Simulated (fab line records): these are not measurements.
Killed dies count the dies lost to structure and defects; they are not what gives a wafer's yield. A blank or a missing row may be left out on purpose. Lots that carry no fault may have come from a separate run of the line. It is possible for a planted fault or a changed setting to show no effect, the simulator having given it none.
Struck lot and sound lot, side by side / flow nandHarc / 15 out of 1302 route steps
Sound: the wafers L905.2, L905.3, L905.4. Struck: wafer L895.5. (L895.1 of the same lot was not struck and is left out.) The cause comes at the end.
Each step with rows lists, per side, the tool, then ch with its chambers, then its first start. Under that, the readings that differ: sound wafers / struck wafers / difference of the means / sigmas: that difference in standard deviations of wafers without a fault.
alike: words and numbers the same on both sides, and readings whose means are apart by under 2 such deviations; not compared: readings that were withheld, readings missing a value for some wafer, numbers with overlapping values and no deviation given by the record, and bounds like >300 which may hide the same value.
Wherever a step has rows on one side only, a row that says differs or no value, or a row with sigmas, the two part there. When numbers do not overlap yet have no deviation, they are printed without sigmas and do not part them. Lack of a reading on every wafer of one side parts them only where that side has two or more wafers.

first, 5 steps without rows for these wafers: NHARC_A_CONTACT_SOFTBAKE_03 (time 55 s); NHARC_A_CONTACT_EBR_04; NHARC_A_CONTACT_EXPOSE_05 (exposes mask A CC); NHARC_A_CONTACT_PEB_06 (peb time 65 s); NHARC_A_CONTACT_DEVELOP_07 (develop time 35 s).
NHARC_A_CONTACT_CD_MEAS_08: target cd 200 nm.
  sound on cdSem-01 ch 0, day 29 15:08; struck on cdSem-03 ch 0, day 26 00:19
  alike: cdNm
NHARC_A_CONTACT_OVL_MEAS_09:
  sound on overlay-02 at day 29 15:13; struck on overlay-02 at day 26 00:25
  alike: overlayXNm, overlayYNm
NHARC_A_CONTACT_INSPECT_10:
  sound on defectInspect-01 at day 29 15:15; struck on defectInspect-02 at day 26 00:26
  alike: rawDefectCount
NHARC_A_CONTACT_DESCUM_13: chemistry O2, time 3 s.
  sound on rieDiel-11 ch 1,2,3, day 29 15:19; struck on rieDiel-13 ch 2, day 26 00:31
  alike: drypumpMotorCurrentA, oesProductAu, rfVppV, showerheadPlenumPTorr, throttleValvePct
  not compared: rfHoursCounterH
NHARC_A_CONTACT_ETCH_88: etches the open film in CF4, target depth 39 nm, time 65 s.
  sound on rieDiel-11 ch 0,2,3, day 29 15:24; struck on rieDiel-13 ch 1, day 26 00:36
reading=oesProductAu (a.u.); sound=1.013 1.024 1.022; struck=0.990; difference=-0.030; sigmas=-2
  alike: cf4FlowSccm, drypumpMotorCurrentA, rfFwdPowerW, rfVppV, runLengthS, showerheadPlenumPTorr, throttleValvePct
  not compared: rfHoursCounterH
NHARC_A_CONTACT_ETCH_89: etches the open film in N2/H2, target depth 260 nm, time 475.3 s.
  sound: rieDiel-11 ch 0,2,3; struck: rieDiel-13 ch 2
reading=oesProductAu (a.u.); sound=1.013 1.019 1.023; struck=0.996; difference=-0.022; sigmas=-2
  alike: drypumpMotorCurrentA, rfFwdPowerW, rfVppV, runLengthS, showerheadPlenumPTorr, throttleValvePct
  not compared: rfHoursCounterH
NHARC_A_CONTACT_ETCH_30: etches the open film in CF4/CHF3, target depth 72.6 nm, time 36.3 s.
  sound: rieDiel-11 ch 1,2,3; struck: rieDiel-13 ch 1
reading=cf4FlowSccm (sccm); sound=99.76 99.54 99.72; struck=100.34; difference=+0.67; sigmas=+2
  alike: chf3FlowSccm, drypumpMotorCurrentA, oesProductAu, rfFwdPowerW, rfVppV, runLengthS, showerheadPlenumPTorr, throttleValvePct
  not compared: rfHoursCounterH
NHARC_A_CONTACT_ETCH_31: etches the open film in O2/COS, target depth 2800 nm, time 728 s.
  sound on rieDiel-11 ch 0,2,3, day 29 15:55; struck on rieDiel-13 ch 1, day 26 01:10
reading=oesProductAu (a.u.); sound=1.014 1.009 1.017; struck=0.991; difference=-0.022; sigmas=-2
reading=runLengthS (s); sound=749.2 749.2 749.7; struck=545.3; difference=-204.1; sigmas=-99 or more
reading=throttleValvePct (%); sound=28.349 28.332 28.319; struck=28.302; difference=-0.031; sigmas=-3
  alike: drypumpMotorCurrentA, rfVppV, showerheadPlenumPTorr
  not compared: rfFwdPowerW, rfHoursCounterH
NHARC_A_CONTACT_ETCH_134: etches the open film in C4F8/O2/Ar, time 140 s, target depth 700 nm.
  sound on harCapEtch-03 ch 0,1, day 29 16:26; struck on harCapEtch-01 ch 0, day 26 01:40
  alike: runLengthS
  not compared: rfHoursCounterH
-- the record jumps here: 2 days lie between the struck wafers' starts before and after (it left off in module A_CONTACT and takes up again in module END, whose first step shown is number 1302 of the route) --
NHARC_END_SORT_01:
  only the struck wafers appear in the record here, on prober-01 ch 0 at day 28 08:32; the sound ones have no rows

== WHERE THEY PART ==
Last at NHARC_END_SORT_01 as far as this record goes, first at NHARC_A_CONTACT_ETCH_88.

WHY: the cause the simulator had injected
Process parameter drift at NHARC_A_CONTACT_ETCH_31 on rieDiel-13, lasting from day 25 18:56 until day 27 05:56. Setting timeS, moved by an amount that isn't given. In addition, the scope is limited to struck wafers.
